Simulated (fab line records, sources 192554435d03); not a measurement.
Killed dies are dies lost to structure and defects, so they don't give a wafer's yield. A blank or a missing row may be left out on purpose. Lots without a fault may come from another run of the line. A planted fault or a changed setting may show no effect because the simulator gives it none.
A struck lot beside a sound one | flow n5_finfet | 18 steps out of a route of 1938
Sound: wafers L345.2, L345.5, L345.6. Struck: wafer L335.2. (L335.1, L335.6 of the same lot were not struck and are left out.) The cause comes at the end.
At each step with rows: each side's tool, then ch and its chambers, then its first start. Under that, the readings that differ: sound wafers | struck wafers | difference of the means | sigmas: that difference in standard deviations of wafers without a fault.
alike: readings whose means differ by less than 2 such deviations, and words and numbers that are the same on both sides. not compared: withheld readings, readings that some wafer has no value for, bounds like >300 that may hide the same value, and numbers for which the record gives no deviation and whose values overlap.
The two part at a step that has a row with sigmas, a row that says differs or no value, or rows on one side only. Numbers that don't overlap but have no deviation are shown without sigmas and don't part them. A reading that every wafer of one side lacks parts them only if that side has two wafers or more.

N5_BEOL_M12_ETCH_68: etches SOC in N2/H2, time 285 s.
  sound on rie_diel-01 ch 0,1,2, day 15 20:59; struck on rie_diel-01 ch 2, day 12 19:28
  alike: drypump_motor_current_A, oes_product_au, rf_vpp_V, showerhead_plenum_p_Torr, throttle_valve_pct
  not compared: rf_hours_counter_h
then, 3 steps without rows for these wafers: N5_BEOL_M12_STRIP_69 (strips in N2/H2); N5_BEOL_M12_TRENCH_ETCH_34 (etches SiOC in C4F8/O2/Ar, target depth 318.95 nm, time 125.5 s); N5_BEOL_M12_STRIP_70 (strips in C4F8/O2/Ar).
N5_BEOL_M12_OCD_MEAS_35:
  sound on ocd-02, day 15 21:20; struck on ocd-02, day 12 19:49
  alike: trench_depth_nm
N5_BEOL_M12_STRIP_37: strips in N2/H2.
  sound on plasma_asher-02 ch 0,1, day 15 21:22; struck on plasma_asher-01 ch 0, day 12 19:51
  reading            | sound       | struck | difference | sigmas
  heater_power_w (W) | 310 305 344 | 399    | +79        | +2
  alike: drypump_motor_current_A, oes_product_au
  not compared: rf_hours_counter_h
then, 3 steps without rows for these wafers: N5_BEOL_M12_ETCH_38 (etches SiCN in CF4/N2, target depth 68.7 nm, time 73.4 s); N5_BEOL_M12_PRECLEAN_39 (cleans in residue remover, time 60 s); N5_BEOL_M12_SRD_40 (time 30 s, dry time 30 s).
N5_BEOL_M12_DEGAS_41: time 60 s.
  sound on pvd_sputter-03, day 16 00:13; struck on pvd_sputter-02, day 12 21:08
  reading            | sound       | struck | difference | sigmas
  heater_power_w (W) | 324 337 301 | 400    | +79        | +2
then, 1 step without rows for these wafers: N5_BEOL_M12_PRE_CLEAN_42 (time 30 s).
N5_BEOL_M12_SPUTTER_43: material TaN, target thk 15 nm, time 24.19 s.
  sound on pvd_sputter-03, day 16 00:18; struck on pvd_sputter-02, day 12 21:13
  alike: throttle_valve_pct
N5_BEOL_M12_SPUTTER_44: material Ta, target thk 10 nm, time 16.13 s.
  sound on pvd_sputter-03, day 16 00:23; struck on pvd_sputter-02, day 12 21:17
  reading                                     | sound      | struck | difference | sigmas
  model.Ta_of_BEOL_M12_SPUTTER_44.thk_nm (nm) | 10.2 10 10 | 17.6   | +7.5       |
  alike: throttle_valve_pct
N5_BEOL_M12_SPUTTER_45: material Cu, target thk 80 nm, time 13.33 s.
  sound on pvd_sputter-03, day 16 00:28; struck on pvd_sputter-02, day 12 21:22
  alike: throttle_valve_pct
then, 2 steps without rows for these wafers: N5_BEOL_M12_ECD_47 (material Cu, target thk 720 nm); N5_BEOL_M12_ANNEAL_48 (time 90 s).
N5_BEOL_M12_CMP_49: polishes, stops on SiOC, t overpolish 20.6 s, target thk 320 nm.
  sound on cmp-02 ch 0,1,3, day 16 01:08; struck on cmp-04 ch 1, day 12 21:58
  reading                      | sound          | struck | difference | sigmas
  barrier_field_endpoint_s (s) | 30.3 29.5 30.2 | 38.5   | +8.5       | +10
  alike: motor_current_A
  not compared: pad_life_wafers, model.Cu_of_BEOL_M12_ECD_47.thk_nm
N5_BEOL_M12_THK_MEAS_50: measures by xrf.
  sound on film_metro-02, day 16 01:19; struck on film_metro-02, day 12 22:13
  alike: M12_THK

WHERE THEY PART
First at N5_BEOL_M12_STRIP_37; last, within this record, at N5_BEOL_M12_CMP_49. Later steps at which nothing parts them and some readings are alike: N5_BEOL_M12_THK_MEAS_50.

WHY: what the simulator had put in
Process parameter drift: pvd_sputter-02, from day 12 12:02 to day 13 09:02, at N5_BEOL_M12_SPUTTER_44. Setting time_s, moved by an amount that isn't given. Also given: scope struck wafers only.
